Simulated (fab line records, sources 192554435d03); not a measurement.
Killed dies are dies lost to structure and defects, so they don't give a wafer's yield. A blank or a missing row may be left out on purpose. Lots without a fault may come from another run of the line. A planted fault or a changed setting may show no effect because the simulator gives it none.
Split-lot experiment | flow n5_finfet | 7 lots, 21 wafers read, on a route of 1938 steps

THE SPLIT
At N5_BEOL_M15_COAT_04 (resist thk 800 nm), the setting spin_rpm was moved away from the recipe's 1704 rpm on 4 of the 21 wafers read, by -4.8% to +5.5%. The other wafers ran this setting at the recipe's value.

FROM THE SPLIT TO THE READING: what the file shows between them, 6 steps
- N5_BEOL_M15_EXPOSE_07: exposes mask V14 (also split here: dose_mj)
- N5_BEOL_M15_PEB_08: peb time 90 s
- N5_BEOL_M15_DEVELOP_09: develop time 45 s
- N5_BEOL_M15_HARDBAKE_14: time 120 s
- N5_BEOL_M15_CD_MEAS_10: target cd 360 nm
- N5_BEOL_M15_DESCUM_15: chemistry O2, time 7.9 s

THE READING
coat_of_BEOL_M15_COAT_04.thk_nm (the simulator's own value, which no gauge read), in nm, at N5_BEOL_M15_ETCH_59 (etches BARC in N2/H2, target depth 89 nm, overetch 26.7 nm, time 67.9 s). The file gives no usual value for it. The 17 wafers here that ran the recipe average 716.4 nm, standard deviation 2 nm.

wafer  | tool, chamber at the split | spin_rpm as run, rpm | against the recipe | coat_of_BEOL_M15_COAT_04.thk_nm, nm | against lot-mates on the recipe
L074.3 | litho_track-01, 0          | 1798                 | +5.5%              | 694.8                               | -21.6
L074.5 | litho_track-01, 0          | 1798                 | +5.5%              | 695.4                               | -21.0
L074.6 | litho_track-01, 0          | 1704                 | recipe             | 716.4                               | -
L077.1 | litho_track-03, 0          | 1704                 | recipe             | 716.8                               | -
L077.4 | litho_track-03, 0          | 1704                 | recipe             | 715.2                               | -
L077.5 | litho_track-03, 0          | 1704                 | recipe             | 716                                 | -
L087.1 | litho_track-01, 0          | 1704                 | recipe             | 712.6                               | -
L087.2 | litho_track-01, 0          | 1704                 | recipe             | 712.2                               | -
L087.6 | litho_track-01, 0          | 1704                 | recipe             | 715.8                               | -
L086.1 | litho_track-03, 0          | 1704                 | recipe             | 717                                 | -
L086.3 | litho_track-03, 0          | 1623                 | -4.8%              | 741                                 | +24.0
L086.6 | litho_track-03, 0          | 1623                 | -4.8%              | 741.6                               | +24.6
L091.3 | litho_track-02, 0          | 1704                 | recipe             | 717                                 | -
L091.4 | litho_track-02, 0          | 1704                 | recipe             | 716.2                               | -
L091.6 | litho_track-02, 0          | 1704                 | recipe             | 714.4                               | -
L094.2 | litho_track-03, 0          | 1704                 | recipe             | 717                                 | -
L094.4 | litho_track-03, 0          | 1704                 | recipe             | 717.2                               | -
L094.6 | litho_track-03, 0          | 1704                 | recipe             | 720.2                               | -
L093.1 | litho_track-03, 0          | 1704                 | recipe             | 718.4                               | -
L093.4 | litho_track-03, 0          | 1704                 | recipe             | 718.4                               | -
L093.2 | litho_track-03, 0          | 1704                 | recipe             | 718                                 | -

THE FIT
A straight line over all 21 wafers: coat_of_BEOL_M15_COAT_04.thk_nm changes by -4.46 nm for each +1% of spin_rpm; r = -0.98; the points scatter about the line by 2.4 nm.
The same after taking each lot's own level away (the mean of its wafers on the recipe; 21 wafers): -4.4 nm for each +1%; r = -0.99; scatter 1.7 nm.
On that fit, the largest move of spin_rpm shifts the reading by 24 nm.
The lots' own levels span 713.53 to 718.27 nm, that is 2.4 times the standard deviation above.
So the lot-to-lot level changes the slope little: the two slopes agree.
Check: with one of the wafers moved furthest among these (+5.5%) left out of the fit, the line predicts -24.7 nm for it against its lot-mates. It came out at -21.6 nm against them.

OTHER SPLITS ON THESE WAFERS
These wafers also went through other splits before the reading. Each is held against what the fit with the lots' levels taken away leaves over:
other split on the same wafers    | wafers away from the commonest value | r with coat_of_BEOL_M15_COAT_04.thk_nm (lot level and that fit taken away)
N5_BEOL_M13_TRENCH_ETCH_34 time_s | 11                                   | +0.07
N5_BEOL_M15_EXPOSE_07 dose_mj     | 5                                    | -0.05

THE WHOLE CHAIN: every reading that the file lists as answering this split, in the file's order
step                | what it does                                                            | reading                                                                          | change (the file's fit)              | r (the file's)
N5_BEOL_M15_COAT_04 | resist thk 800 nm                                                       | coat_of_BEOL_M15_COAT_04.thk_nm (the simulator's own value, which no gauge read) | -4.33 nm for each +1% of the setting | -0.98
N5_BEOL_M15_ETCH_59 | etches BARC in N2/H2, target depth 89 nm, overetch 26.7 nm, time 67.9 s | coat_of_BEOL_M15_COAT_04.thk_nm (the simulator's own value, which no gauge read) | -4.39 nm for each +1% of the setting | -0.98

THE FILE'S OWN FIT
coat_of_BEOL_M15_COAT_04.thk_nm changes by -4.39 nm for each +1% of spin_rpm, r = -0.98.
